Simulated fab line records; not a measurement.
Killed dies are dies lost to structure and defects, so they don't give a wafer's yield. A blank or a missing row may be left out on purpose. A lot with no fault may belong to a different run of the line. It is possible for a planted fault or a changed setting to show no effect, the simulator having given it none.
Which tool was responsible? | flow nand harc | 36 wafers sampled from 12 lots at 1 step of a route of 1302

## WHAT EACH GAUGE READ, for each wafer
NHARC_A_CONTACT_CD_MEAS_69 targets a cd of 300 nm.
lot  | measured     | on        | cd nm (nm)
L077 | day 22 13:31 | cd sem-03 | 299.7 299.8 299.1
L078 | day 22 19:31 | cd sem-02 | 300.1 299.7 300.0
L081 | day 23 20:02 | cd sem-02 | 300.8 300.0 300.6
L080 | day 24 00:25 | cd sem-03 | 299.0 299.9 299.3
L082 | day 25 08:18 | cd sem-03 | 300.3 299.7 300.1
L084 | day 26 19:30 | cd sem-01 | 299.2 300.0 300.0
L087 | day 27 23:44 | cd sem-03 | 299.2 299.5 300.1
L088 | day 28 03:05 | cd sem-01 | 300.1 300.7 300.6
L091 | day 28 11:35 | cd sem-02 | 300.6 301.0 301.5
L093 | day 30 00:25 | cd sem-01 | 299.4 300.2 299.5
L096 | day 31 02:52 | cd sem-01 | 300.3 300.3 300.5
L097 | day 31 18:28 | cd sem-03 | 300.9 299.8 300.7

## EACH LOT AND THE TOOL THAT RAN IT (in order: tool; ch and the chambers of the sampled wafers; start)
The record shows no process step preceding these readings.

## THE ANSWER, worked out from the rows above alone
Rule: what is usual is taken from the lots themselves. The widest of any qualifying gaps counts: lots, ordered by their means at a reading, are off when they make up no more than a third of the lots, leave a main group of 4 or more, and stand apart from it by 3 or more times the standard deviation of that group's means. Not used: any main group whose means are identical at the precision the tables above print for the reading. A lot without any number at a reading at which 4 lots or more have one is off too. Any other lot the step has rows for is counted as sound.
Across all readings shown, no lot is off: no conclusion can be drawn from this.

## WHAT HAD BEEN PUT IN BY THE SIMULATOR
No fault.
